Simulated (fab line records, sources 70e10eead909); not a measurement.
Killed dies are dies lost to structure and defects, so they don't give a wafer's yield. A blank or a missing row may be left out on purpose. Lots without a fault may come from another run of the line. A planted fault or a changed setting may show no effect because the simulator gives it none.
Which tool did it? | flow nand_harc | 13 lots, 39 wafers sampled, at 5 steps of a route of 1302

WHAT THE GAUGES READ, wafer by wafer
NHARC_A_SIN_REMOVE_INSPECT_04.
lot  | measured     | on                | raw_defect_count
L261 | day 20 20:04 | defect_inspect-02 | 324 307 329
L265 | day 21 23:10 | defect_inspect-02 | 460 527 366
L266 | day 22 22:08 | defect_inspect-02 | 342 261 249
L271 | day 24 02:22 | defect_inspect-02 | 364 336 269
L270 | day 24 04:34 | defect_inspect-02 | 314 262 375
L272 | day 24 04:34 | defect_inspect-01 | 555 381 458
L273 | day 26 09:10 | defect_inspect-01 | 368 354 464
L276 | day 26 20:38 | defect_inspect-02 | 451 341 359
L279 | day 27 10:16 | defect_inspect-01 | 460 669 458
L280 | day 28 09:35 | defect_inspect-01 | 563 351 464
L281 | day 28 18:49 | defect_inspect-01 | 420 347 410
L283 | day 29 18:47 | defect_inspect-01 | 226 333 362
L282 | day 31 03:43 | defect_inspect-01 | 496 346 339

NHARC_A_CONTACT_INSPECT_44.
lot  | measured     | on                | raw_defect_count
L261 | day 21 20:48 | defect_inspect-01 | 79 72 68
L265 | day 22 23:04 | defect_inspect-02 | 56 51 72
L266 | day 24 01:13 | defect_inspect-02 | 59 69 52
L271 | day 25 00:55 | defect_inspect-01 | 61 57 53
L270 | day 25 03:08 | defect_inspect-01 | 33 31 39
L272 | day 25 07:04 | defect_inspect-01 | 95 106 108
L273 | day 27 10:56 | defect_inspect-01 | 28 26 18
L276 | day 27 23:51 | defect_inspect-02 | 122 121 99
L279 | day 28 11:04 | defect_inspect-01 | 105 116 116
L280 | day 29 12:06 | defect_inspect-02 | 71 73 60
L281 | day 29 23:16 | defect_inspect-01 | 93 83 81
L283 | day 30 19:29 | defect_inspect-02 | 41 54 45
L282 | day 32 10:17 | defect_inspect-01 | 76 68 71

NHARC_END_SORT_01.
lot  | measured     | on        | killed_at_array | killed_at_other | killed_at_periphery | killed_dies | killed_open | killed_short
L270 | day 28 07:02 | prober-01 | 34 32 38        | 1 1 0           | 4 8 7               | 39 41 45    | 2 2 2       | 2 2 2

WHICH TOOL RAN EACH LOT (tool, then ch and the chambers of the sampled wafers, then the start)
lot  | NHARC_A_SLIT_STRIP_18                         | NHARC_A_CONTACT_DEP_24
L261 | rie_diel-08 ch 0,2, day 20 20:04 or earlier   | pecvd-04 ch 0,1,2, day 21 12:19
L265 | rie_diel-08 ch 0,1,2, day 21 23:10 or earlier | pecvd-01 ch 1,2, day 22 17:01
L266 | rie_diel-08 ch 0,2,3, day 22 22:08 or earlier | pecvd-02 ch 0,1,2, day 23 19:30
L271 | rie_diel-13 ch 0,1,2, day 24 02:22 or earlier | pecvd-04 ch 0,2, day 24 18:25
L270 | rie_diel-13 ch 0,3, day 24 04:34 or earlier   | pecvd-04 ch 0,1, day 24 18:47
L272 | rie_diel-06 ch 2,3, day 24 04:34 or earlier   | pecvd-04 ch 0,1, day 24 21:33
L273 | rie_diel-08 ch 1,2,3, day 26 09:10 or earlier | pecvd-01 ch 0,1,2, day 27 05:19
L276 | rie_diel-13 ch 2,3, day 26 20:38 or earlier   | pecvd-01 ch 0,1,2, day 27 15:44
L279 | rie_diel-08 ch 1,3, day 27 03:28              | pecvd-02 ch 0,1, day 28 04:28
L280 | rie_diel-06 ch 2,3, day 28 09:35 or earlier   | pecvd-04 ch 0,2, day 29 04:06
L281 | rie_diel-06 ch 2,3, day 28 18:49 or earlier   | pecvd-02 ch 1,2, day 29 17:39
L283 | rie_diel-13 ch 1,3, day 29 18:47 or earlier   | pecvd-04 ch 0,1,2, day 30 13:47
L282 | rie_diel-08 ch 0,2,3, day 31 03:43 or earlier | pecvd-04 ch 0,1,2, day 32 01:02
- NHARC_A_SLIT_STRIP_18: strips in O2.
- NHARC_A_CONTACT_DEP_24: deposits SiO2, target thk 500 nm.

WHAT THE TOOLS THEMSELVES READ (means of the sampled wafers that have a number; where no wafer has one, the mark that the record gives instead)
NHARC_A_SLIT_STRIP_18.
lot  | tool        | drypump_motor_current_A (A) | mfc_ar_sccm (sccm) | oes_product_au (a.u.) | rf_vpp_V (V) | showerhead_plenum_p_Torr (Torr) | throttle_valve_pct (%)
L261 | rie_diel-08 | 5.6                         | 0.000              | 1.009                 | 57.3         | 3.51                            | 17.034
L265 | rie_diel-08 | 5.6                         | 0.000              | 1.004                 | 57.4         | 3.54                            | 17.037
L266 | rie_diel-08 | 5.9                         | 0.000              | 1.010                 | 58.3         | 3.47                            | 17.034
L271 | rie_diel-13 | 5.1                         | 0.026              | 0.999                 | 56.8         | 3.44                            | 17.031
L270 | rie_diel-13 | 5.5                         | 0.018              | 1.003                 | 57.4         | 3.35                            | 17.032
L272 | rie_diel-06 | 5.3                         | 0.017              | 1.000                 | 56.9         | 3.40                            | 17.038
L273 | rie_diel-08 | 5.9                         | 0.000              | 1.010                 | 57.7         | 3.50                            | 17.030
L276 | rie_diel-13 | 5.4                         | 0.019              | 1.005                 | 57.2         | 3.46                            | 17.035
L279 | rie_diel-08 | 5.7                         | 0.000              | 1.015                 | 58.5         | 3.61                            | 17.030
L280 | rie_diel-06 | 5.3                         | 0.017              | 1.003                 | 57.6         | 3.39                            | 17.029
L281 | rie_diel-06 | 5.3                         | 0.017              | 0.998                 | 57.9         | 3.39                            | 17.035
L283 | rie_diel-13 | 5.6                         | 0.035              | 1.006                 | 57.3         | 3.36                            | 17.032
L282 | rie_diel-08 | 5.9                         | 0.000              | 1.016                 | 57.8         | 3.46                            | 17.033

NHARC_A_CONTACT_DEP_24.
lot  | tool     | heater_power_w (W) | mfc_precursor_sccm (sccm) | throttle_valve_pct (%)
L261 | pecvd-04 | 511                | 161.2                     | 16.6
L265 | pecvd-01 | 566                | 161.5                     | 15.7
L266 | pecvd-02 | 596                | 161.3                     | 16.6
L271 | pecvd-04 | 501                | 173.5                     | 17.1
L270 | pecvd-04 | 493                | 173.3                     | 16.9
L272 | pecvd-04 | 493                | 173.5                     | 17.1
L273 | pecvd-01 | 520                | 161.2                     | 15.5
L276 | pecvd-01 | 533                | 161.2                     | 15.5
L279 | pecvd-02 | 710                | 161.9                     | 16.8
L280 | pecvd-04 | 591                | 161.4                     | 16.7
L281 | pecvd-02 | 528                | 161.2                     | 16.1
L283 | pecvd-04 | 594                | 161.3                     | 16.6
L282 | pecvd-04 | 568                | 161.5                     | 16.6

THE ANSWER, worked out from the rows above alone
Rule: what is usual is taken from the lots themselves. Put in order of their means at a reading, lots are off if they are a third of the lots or fewer, leave a main group of 4 or more, and stand apart from it by a gap of 3 or more times the standard deviation of the main group's means; of several such gaps the widest counts. A main group whose means are all the same, to the digits that the tables above print for the reading, isn't used. A lot without any number at a reading at which 4 lots or more have one is off too. The other lots that the step has rows for count as sound. The gauges are gone through in route order, then the tools' own readings, and for those a lot's mean is taken as printed above. The first step at which some lot is off is used, and at that step the reading that is off furthest; a lot without a number counts as furthest.
Off: L271, L270, L272, at NHARC_A_CONTACT_DEP_24 (mfc_precursor_sccm). The main group: mean 161.4 sccm, standard deviation 0.21.
A tool fits if, at that step or a process step before it, it ran every lot that is off, and no sound lot after the first of them. NHARC_A_SLIT_STRIP_18 gives no start for some lots, so the hours and the order of its lots are those of NHARC_A_SIN_REMOVE_INSPECT_04. None of those tried fits.

WHAT THE SIMULATOR HAD PUT IN
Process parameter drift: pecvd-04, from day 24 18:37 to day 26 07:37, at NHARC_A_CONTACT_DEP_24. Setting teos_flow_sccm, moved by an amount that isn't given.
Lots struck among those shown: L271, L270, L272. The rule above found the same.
